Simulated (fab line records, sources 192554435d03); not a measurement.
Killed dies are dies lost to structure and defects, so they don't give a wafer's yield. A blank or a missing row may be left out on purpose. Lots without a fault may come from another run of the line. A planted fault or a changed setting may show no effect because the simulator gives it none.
A struck lot beside a sound one | flow n5_finfet | 16 steps out of a route of 1938
Sound: wafers L505.1, L505.4, L505.5. Struck: wafer L517.6. (L517.2, L517.4 of the same lot were not struck and are left out.) The cause comes at the end.
At each step with rows: each side's tool, then ch and its chambers, then its first start. Under that, the readings that differ: sound wafers | struck wafers | difference of the means | sigmas: that difference in standard deviations of wafers without a fault.
alike: readings whose means differ by less than 2 such deviations, and words and numbers that are the same on both sides. not compared: withheld readings, readings that some wafer has no value for, bounds like >300 that may hide the same value, and numbers for which the record gives no deviation and whose values overlap.
The two part at a step that has a row with sigmas, a row that says differs or no value, or rows on one side only. Numbers that don't overlap but have no deviation are shown without sigmas and don't part them. A reading that every wafer of one side lacks parts them only if that side has two wafers or more.

N5_FIN_SAQP_HM_OPEN_73: chemistry CHF3/O2, target SiO2, stops on a-Si, target depth 12 nm, time 16.8 s.
  sound on rie_diel-04 ch 0,2,3, day 2 16:16; struck on rie_diel-06 ch 1, day 5 17:00
  reading               | sound          | struck | difference | sigmas
  oes_product_au (a.u.) | 0.50 0.45 0.44 | 0.58   | +0.12      | +2
  rf_vpp_V (V)          | 517 509 502    | 556    | +47        | +2
  alike: O2_flow_sccm, drypump_motor_current_A, mfc_ar_sccm, showerhead_plenum_p_Torr, throttle_valve_pct
  not compared: rf_hours_counter_h
then, 1 step without rows for these wafers: N5_FIN_SAQP_STRIP_74 (strips in CHF3/O2).
N5_FIN_SAQP_MANDREL_ETCH_22: etches a-Si in HBr/Cl2, stops on SiNx, target depth 60 nm, bt time 10 s, time 30 s.
  sound on rie_si-05 ch 0,1, day 2 16:20; struck on rie_si-03 ch 0, day 5 17:05
  reading                | sound          | struck | difference | sigmas
  throttle_valve_pct (%) | 35.8 34.8 35.8 | 34.6   | -0.9       | -2
  alike: HBr_flow_sccm, drypump_motor_current_A, oes_product_au
  not compared: rf_hours_counter_h
then, 5 steps without rows for these wafers: N5_FIN_SAQP_STRIP_55 (strips in N2/H2); N5_FIN_SAQP_STRIP_23 (strips in SPM, time 750 s); N5_FIN_SAQP_SRD_66 (time 30 s); N5_FIN_SAQP_RECESS_75 (chemistry HF/NH3, target SiO2, target depth 14.4 nm, afs cycles 3, sublimation time 60 s); N5_FIN_SAQP_SPACER1_ALD_24 (deposits SiO2, target thk 20.3 nm, pulse time 1 s, purge time 2 s).
N5_FIN_SAQP_SPACER1_ETCHBACK_25: etches SiO2 in CHF3/O2, target depth 24.4 nm, time 12.2 s.
  sound on rie_diel-04 ch 1,2,3, day 2 17:53; struck on rie_diel-02 ch 0, day 5 18:37
  alike: O2_flow_sccm, drypump_motor_current_A, mfc_ar_sccm, oes_product_au, rf_vpp_V, showerhead_plenum_p_Torr, throttle_valve_pct
  not compared: rf_hours_counter_h
then, 1 step without rows for these wafers: N5_FIN_SAQP_MANDREL1_REMOVE_56 (chemistry HBr/Cl2/O2, target a-Si, stops on SiNx, bt time 10 s).
N5_FIN_SAQP_CD_MEAS_27: target cd 20 nm.
  sound on cd_sem-02 ch 0, day 2 18:05; struck on cd_sem-01 ch 0, day 5 18:50
  alike: cd_nm
N5_FIN_SAQP_ETCH_57: etches SiNx in CH3F/O2, target depth 32.5 nm, time 46.4 s.
  sound on rie_diel-06 ch 0,2,3, day 2 18:08; struck on rie_diel-04 ch 2, day 5 18:58
  reading             | sound             | struck | difference | sigmas
  O2_flow_sccm (sccm) | 19.90 19.89 20.02 | 20.07  | +0.13      | +2
  alike: drypump_motor_current_A, etch_rf_on_time_s, mfc_ar_sccm, oes_product_au, rf_vpp_V, showerhead_plenum_p_Torr, throttle_valve_pct
  not compared: rf_hours_counter_h
N5_FIN_SAQP_ETCH_65: etches SiO2 in CF4, target depth 4 nm, time 4.4 s.
  sound on rie_si-05 ch 1,3, day 2 18:15; struck on rie_si-05 ch 3, day 5 19:04
  reading                  | sound             | struck | difference | sigmas
  oes_product_au (a.u.)    | 0.974 0.998 0.991 | 1.336  | +0.348     | +17
  model.etch.depth_nm (nm) | 3.796 3.976 3.843 | 6.212  | +2.340     |
  alike: drypump_motor_current_A, throttle_valve_pct
  not compared: rf_hours_counter_h
N5_FIN_SAQP_MANDREL_ETCH_58: etches a-Si in HBr/Cl2, stops on SiNx, target depth 45 nm, bt time 10 s, time 27 s.
  sound on rie_si-05 ch 1,3, day 2 18:17; struck on rie_si-05 ch 3, day 5 19:06
  alike: HBr_flow_sccm, drypump_motor_current_A, oes_product_au, throttle_valve_pct
  not compared: rf_hours_counter_h
-- the record jumps here: 6 days lie between the struck wafers' starts before and after (it left off in module FIN_SAQP and takes up again in module BEOL_M4, whose first step shown is number 1111 of the route) --
N5_BEOL_M4_RC_MEAS_101:
  sound on prober-01 ch 0, day 8 21:04; struck on prober-01 ch 0, day 11 22:28
  reading        | sound          | struck | difference | sigmas
  DIBL_N (mV/V)  | 31.8 36.7 34.5 | 43.3   | +9.0       | +4
  DIBL_P (mV/V)  | 30.7 38.2 35.6 | 43.2   | +8.4       | +3
  IOFF_N (nA/um) | 0.08 0.16 0.13 | 0.35   | +0.23      | +5
  IOFF_P (nA/um) | 0.13 0.24 0.18 | 0.41   | +0.23      | +4
  ION_N (uA/um)  | 643 678 667    | 720    | +57        | +4
  ION_P (uA/um)  | 443 472 467    | 493    | +32        | +3
  SS_N (mV/dec)  | 70.8 72.2 71.2 | 73.3   | +1.9       | +3
  SS_P (mV/dec)  | 71.7 72.8 72.9 | 75.6   | +3.1       | +4
  VT_N (mV)      | 259 252 251    | 239    | -15        | -4
  VT_P (mV)      | -255 -248 -248 | -240   | +10        | +3
then, 1 step without rows for these wafers: N5_PASSIVATION_PROBE_49.

WHERE THEY PART
First at N5_FIN_SAQP_HM_OPEN_73; last, within this record, at N5_BEOL_M4_RC_MEAS_101.

WHY: what the simulator had put in
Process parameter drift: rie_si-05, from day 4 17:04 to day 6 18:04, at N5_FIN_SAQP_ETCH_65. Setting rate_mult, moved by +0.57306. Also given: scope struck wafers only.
